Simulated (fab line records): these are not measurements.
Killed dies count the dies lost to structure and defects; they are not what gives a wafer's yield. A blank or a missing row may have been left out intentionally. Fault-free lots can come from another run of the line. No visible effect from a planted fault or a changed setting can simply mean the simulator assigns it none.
Matching of chambers    flow n5 finfet    N5_BEOL_M1_STRIP_66 on rie diel-02 has 4 sister chambers
The step strips in CF4. 22 wafers are shown with their chamber, then 11 later ones without.

== WAFERS WITH THEIR CHAMBER ==
wafer   chamber  drypump motor current A (A)  showerhead plenum p Torr (Torr)  oes product au (a.u.)
L074.1  3        5.0                          1.78                             0.88
L074.3  0        6.4                          1.83                             0.69
L074.6  2        5.1                          1.78                             0.73
L075.1  0        6.5                          1.83                             0.69
L075.2  2        5.1                          1.78                             0.72
L075.3  3        5.0                          1.78                             0.88
L075.4  1        5.6                          1.88                             0.75
L075.5  2        5.1                          1.78                             0.72
L075.6  3        5.0                          1.78                             0.88
L077.2  0        6.5                          1.82                             0.68
L077.3  2        5.1                          1.78                             0.71
L077.5  3        5.0                          1.77                             0.88
L080.1  1        5.6                          1.88                             0.74
L080.4  3        5.0                          1.77                             0.87
L080.5  3        4.9                          1.77                             0.87
L082.1  0        6.5                          1.82                             0.68
L082.2  2        5.1                          1.78                             0.71
L082.5  1        5.6                          1.88                             0.73
L086.1  3        4.9                          1.77                             0.85
L086.2  2        5.1                          1.77                             0.70
L086.4  3        5.0                          1.77                             0.85
L089.2  1        5.6                          1.88                             0.73

SIGNATURES, as means of the wafers listed above
reading                   chamber 0  chamber 1  chamber 2  chamber 3  scatter within a chamber
drypump motor current A   6.475      5.600      5.100      4.975      0.0354
showerhead plenum p Torr  1.8250     1.8800     1.7783     1.7737     0.00454
oes product au            0.6850     0.7375     0.7150     0.8700     0.0109
Rule: a wafer lies at a distance from a chamber equal to the root of the sum of squares, over the readings, of (its reading less the chamber's mean, divided by the reading's scatter). The wafer belongs to the nearest chamber; if the next one is less than 2 further off, it can't be placed. The scatter is the square root of a quotient: the sum, over the shown wafers, of each reading's squared deviation from its chamber's mean, divided by wafers minus chambers.

== WAFERS WHOSE CHAMBER IS MISSING ==
wafer   drypump motor current A (A)  showerhead plenum p Torr (Torr)  oes product au (a.u.)
L089.5  5.1                          1.77                             0.70
L089.6  5.6                          1.88                             0.72
L090.1  5.6                          1.88                             0.73
L090.3  5.1                          1.77                             0.70
L090.4  6.5                          1.82                             0.93
L093.2  5.1                          1.77                             0.69
L093.5  5.1                          1.77                             0.70
L093.6  4.9                          1.77                             0.83
L094.3  5.6                          1.87                             0.71
L094.4  5.0                          1.77                             0.83
L094.5  5.5                          1.87                             0.71

== CHAMBER TAKEN BY EACH ==
wafer   from the rows above  in truth
L089.5  2                    2
L089.6  1                    1
L090.1  1                    1
L090.3  2                    2
L090.4  0                    0
L093.2  2                    2
L093.5  2                    2
L093.6  3                    3
L094.3  1                    1
L094.4  3                    3
L094.5  1                    1
11 of 11 placed correctly. Can't be placed from these rows: 0. 0 placed wrongly.
